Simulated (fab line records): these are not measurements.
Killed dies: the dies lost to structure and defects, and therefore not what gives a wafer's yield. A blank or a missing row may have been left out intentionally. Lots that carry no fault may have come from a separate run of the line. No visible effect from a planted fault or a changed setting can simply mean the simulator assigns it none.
Chamber matching | flow n5-finfet | cmp-03 running N5_BEOL_M1_CMP_52: 4 sister chambers
The step polishes, stops on SiOC, t overpolish 6.8 s, target thk 40 nm. 16 wafers are shown with their chamber, then 8 later ones without.

== WAFERS, EACH WITH ITS CHAMBER ==
wafer  | chamber | motor-current-A (A) | time-to-endpoint-s (s) | barrier-field-endpoint-s (s)
L076.1 | 1       | 5.0                 | 56                     | 23.9
L076.3 | 2       | 7.3                 | 59                     | 25.0
L076.6 | 1       | 5.5                 | 56                     | 24.8
L077.2 | 1       | 5.0                 | 61                     | 24.0
L077.4 | 0       | 6.7                 | 58                     | 24.5
L077.6 | 3       | 5.8                 | 69                     | 25.6
L086.1 | 1       | 5.2                 | 63                     | 24.5
L086.3 | 2       | 7.0                 | 67                     | 25.1
L086.6 | 2       | 7.0                 | 68                     | 25.3
L087.2 | 0       | 6.4                 | 60                     | 24.1
L087.5 | 3       | 6.3                 | 64                     | 25.3
L087.6 | 2       | 7.6                 | 67                     | 25.0
L088.1 | 3       | 6.3                 | 67                     | 25.1
L088.4 | 2       | 7.0                 | 65                     | 26.3
L088.5 | 1       | 5.0                 | 62                     | 25.3
L089.1 | 2       | 7.3                 | 64                     | 24.0

SIGNATURES, as means of the wafers listed above
reading                  | chamber 0 | chamber 1 | chamber 2 | chamber 3 | scatter within a chamber
motor-current-A          | 6.550     | 5.140     | 7.200     | 6.133     | 0.242
time-to-endpoint-s       | 59.00     | 59.60     | 65.00     | 66.67     | 3.08
barrier-field-endpoint-s | 24.300    | 24.500    | 25.117    | 25.333    | 0.595
Rule: for a wafer and a chamber, the distance is found by dividing, reading by reading, the gap between the wafer's reading and the chamber's mean by the reading's scatter, squaring, summing and taking the root. If the next closest chamber is less than 2 further off than the closest, the wafer can't be placed; otherwise it belongs to the closest. How the scatter is found: for the shown wafers, subtract from each reading the mean of its chamber, square and add these, divide the total by (wafers less chambers), then take the root.

== WAFERS WITHOUT THEIR CHAMBER ==
wafer  | motor-current-A (A) | time-to-endpoint-s (s) | barrier-field-endpoint-s (s)
L089.4 | 6.5                 | 56                     | 23.5
L089.6 | 5.0                 | 61                     | 23.8
L091.2 | 6.4                 | 61                     | 23.9
L091.3 | 4.9                 | 62                     | 24.4
L091.5 | 6.4                 | 59                     | 24.4
L096.4 | 6.2                 | 65                     | 24.7
L096.5 | 6.1                 | 56                     | 24.3
L096.6 | 5.5                 | 64                     | 25.0

== THE CHAMBER EACH PASSED THROUGH ==
wafer  | from the rows above     | in truth
L089.4 | 0                       | 0
L089.6 | 1                       | 1
L091.2 | 0                       | 0
L091.3 | 1                       | 1
L091.5 | 0                       | 0
L096.4 | can't be placed: 3 or 0 | 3
L096.5 | can't be placed: 0 or 3 | 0
L096.6 | can't be placed: 1 or 3 | 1
Correct placement for 5 of the 8. Can't be placed from these rows: 3 (the true chamber is among the candidates in 3). Wrongly placed: 0.
